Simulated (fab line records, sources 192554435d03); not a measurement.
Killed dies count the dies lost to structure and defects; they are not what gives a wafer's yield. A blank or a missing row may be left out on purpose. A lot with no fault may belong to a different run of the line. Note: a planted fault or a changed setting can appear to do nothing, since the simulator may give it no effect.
Which tool was responsible? :: flow n5Finfet :: 13 lots with 39 wafers sampled at 2 steps, on a route of 1938 steps

== WHAT THE GAUGES READ, wafer by wafer ==
N5_ZERO_LAYER_INSPECT_20: inspects for defects (darkfield). Usual: rawDefectCount reads 33 (standard deviation 14).
lot: L527
measured: day 1 20:50
on: defectInspect-02
rawDefectCount: 47 66 66
flag: 

lot: L528
measured: day 2 01:55
on: defectInspect-01
rawDefectCount: 28 25 10
flag: 

lot: L529
measured: day 2 07:15
on: defectInspect-02
rawDefectCount: 20 32 27
flag: 

lot: L531
measured: day 2 19:17
on: defectInspect-02
rawDefectCount: 18 30 41
flag: 

lot: L532
measured: day 3 01:16
on: defectInspect-02
rawDefectCount: 51 25 55
flag: 

lot: L538
measured: day 4 13:29
on: defectInspect-02
rawDefectCount: 31 16 24
flag: 

lot: L541
measured: day 5 07:29
on: defectInspect-02
rawDefectCount: 28 27 28
flag: 

lot: L542
measured: day 5 13:28
on: defectInspect-02
rawDefectCount: 26 35 47
flag: 

lot: L543
measured: day 5 19:23
on: defectInspect-02
rawDefectCount: 12 37 47
flag: 

lot: L544
measured: day 6 01:32
on: defectInspect-01
rawDefectCount: 22 31 19
flag: 

lot: L545
measured: day 6 07:23
on: defectInspect-02
rawDefectCount: 21 15 23
flag: 

lot: L548
measured: day 7 01:26
on: defectInspect-02
rawDefectCount: 15 21 8
flag: 

lot: L549
measured: day 7 07:24
on: defectInspect-02
rawDefectCount: 38 50 18
flag: 

== EACH LOT AND THE TOOL THAT RAN IT (in order: tool; ch and the chambers of the sampled wafers; start) ==
lot: L527
N5_ZERO_LAYER_STRIP_24: plasmaAsher-01 ch 0,1, day 1 20:28

lot: L528
N5_ZERO_LAYER_STRIP_24: plasmaAsher-01 ch 0,1, day 2 01:33

lot: L529
N5_ZERO_LAYER_STRIP_24: plasmaAsher-02 ch 0,1, day 2 06:53

lot: L531
N5_ZERO_LAYER_STRIP_24: plasmaAsher-02 ch 0,1, day 2 18:57

lot: L532
N5_ZERO_LAYER_STRIP_24: plasmaAsher-01 ch 0,1, day 3 00:55

lot: L538
N5_ZERO_LAYER_STRIP_24: plasmaAsher-02 ch 0,1, day 4 13:07

lot: L541
N5_ZERO_LAYER_STRIP_24: plasmaAsher-02 ch 1, day 5 07:07

lot: L542
N5_ZERO_LAYER_STRIP_24: plasmaAsher-02 ch 0,1, day 5 13:07

lot: L543
N5_ZERO_LAYER_STRIP_24: plasmaAsher-01 ch 0,1, day 5 19:01

lot: L544
N5_ZERO_LAYER_STRIP_24: plasmaAsher-02 ch 0,1, day 6 01:11

lot: L545
N5_ZERO_LAYER_STRIP_24: plasmaAsher-01 ch 0,1, day 6 07:01

lot: L548
N5_ZERO_LAYER_STRIP_24: plasmaAsher-01 ch 0,1, day 7 01:04

lot: L549
N5_ZERO_LAYER_STRIP_24: plasmaAsher-02 ch 0,1, day 7 07:04
- N5_ZERO_LAYER_STRIP_24: strips in O2.

== WHAT THE TOOLS THEMSELVES READ (means of the sampled wafers that have a number; where no wafer has one, the mark that the record gives instead) ==
N5_ZERO_LAYER_STRIP_24. Usual: drypumpMotorCurrentA 5.92 A, standard deviation 0.18; heaterPowerW 348 W, standard deviation 37; oesProductAu 0.647 a.u., standard deviation 0.0049; stripTimeToEndpointS 43.84 s, standard deviation 0.072.
lot: L527
tool: plasmaAsher-01
drypumpMotorCurrentA (A): 6.13
heaterPowerW (W): 324
oesProductAu (a.u.): 0.643
stripTimeToEndpointS (s): 43.86
flag: 

lot: L528
tool: plasmaAsher-01
drypumpMotorCurrentA (A): 5.98
heaterPowerW (W): 311
oesProductAu (a.u.): 0.649
stripTimeToEndpointS (s): 43.79
flag: 

lot: L529
tool: plasmaAsher-02
drypumpMotorCurrentA (A): 5.80
heaterPowerW (W): 385
oesProductAu (a.u.): 0.645
stripTimeToEndpointS (s): 43.76
flag: 

lot: L531
tool: plasmaAsher-02
drypumpMotorCurrentA (A): 5.86
heaterPowerW (W): 366
oesProductAu (a.u.): 0.648
stripTimeToEndpointS (s): 43.82
flag: 

lot: L532
tool: plasmaAsher-01
drypumpMotorCurrentA (A): 6.09
heaterPowerW (W): 317
oesProductAu (a.u.): 0.645
stripTimeToEndpointS (s): 43.81
flag: 

lot: L538
tool: plasmaAsher-02
drypumpMotorCurrentA (A): 5.81
heaterPowerW (W): 382
oesProductAu (a.u.): 0.649
stripTimeToEndpointS (s): 43.97
flag: 

lot: L541
tool: plasmaAsher-02
drypumpMotorCurrentA (A): 5.77
heaterPowerW (W): 401
oesProductAu (a.u.): 0.642
stripTimeToEndpointS (s): 43.81
flag: 

lot: L542
tool: plasmaAsher-02
drypumpMotorCurrentA (A): 5.81
heaterPowerW (W): 387
oesProductAu (a.u.): 0.647
stripTimeToEndpointS (s): 43.85
flag: 

lot: L543
tool: plasmaAsher-01
drypumpMotorCurrentA (A): 6.13
heaterPowerW (W): 324
oesProductAu (a.u.): 0.649
stripTimeToEndpointS (s): 43.79
flag: 

lot: L544
tool: plasmaAsher-02
drypumpMotorCurrentA (A): 5.87
heaterPowerW (W): 358
oesProductAu (a.u.): 0.642
stripTimeToEndpointS (s): 43.86
flag: 

lot: L545
tool: plasmaAsher-01
drypumpMotorCurrentA (A): 6.10
heaterPowerW (W): 319
oesProductAu (a.u.): 0.650
stripTimeToEndpointS (s): 43.92
flag: 

lot: L548
tool: plasmaAsher-01
drypumpMotorCurrentA (A): 5.94
heaterPowerW (W): 319
oesProductAu (a.u.): 0.648
stripTimeToEndpointS (s): 43.88
flag: 

lot: L549
tool: plasmaAsher-02
drypumpMotorCurrentA (A): 5.79
heaterPowerW (W): 379
oesProductAu (a.u.): 0.647
stripTimeToEndpointS (s): 43.82
flag: 

== THE ANSWER, worked out from the rows above alone ==
Rule: a lot is off if the mean of its wafers that have a number lies more than 3 standard deviations from the usual mean. A lot without any number at a reading at which 4 lots or more have one is off too. Any other lot the step has rows for is counted as sound. The gauges are gone through in route order, then the tools' own readings, and for those a lot's mean is taken as printed above. At the first step where some lot is off, the reading lying furthest off is the one used; lots without a number count as furthest.
No lot is off at any reading shown: from this, nothing can be told.

== WHAT THE SIMULATOR HAD PUT IN ==
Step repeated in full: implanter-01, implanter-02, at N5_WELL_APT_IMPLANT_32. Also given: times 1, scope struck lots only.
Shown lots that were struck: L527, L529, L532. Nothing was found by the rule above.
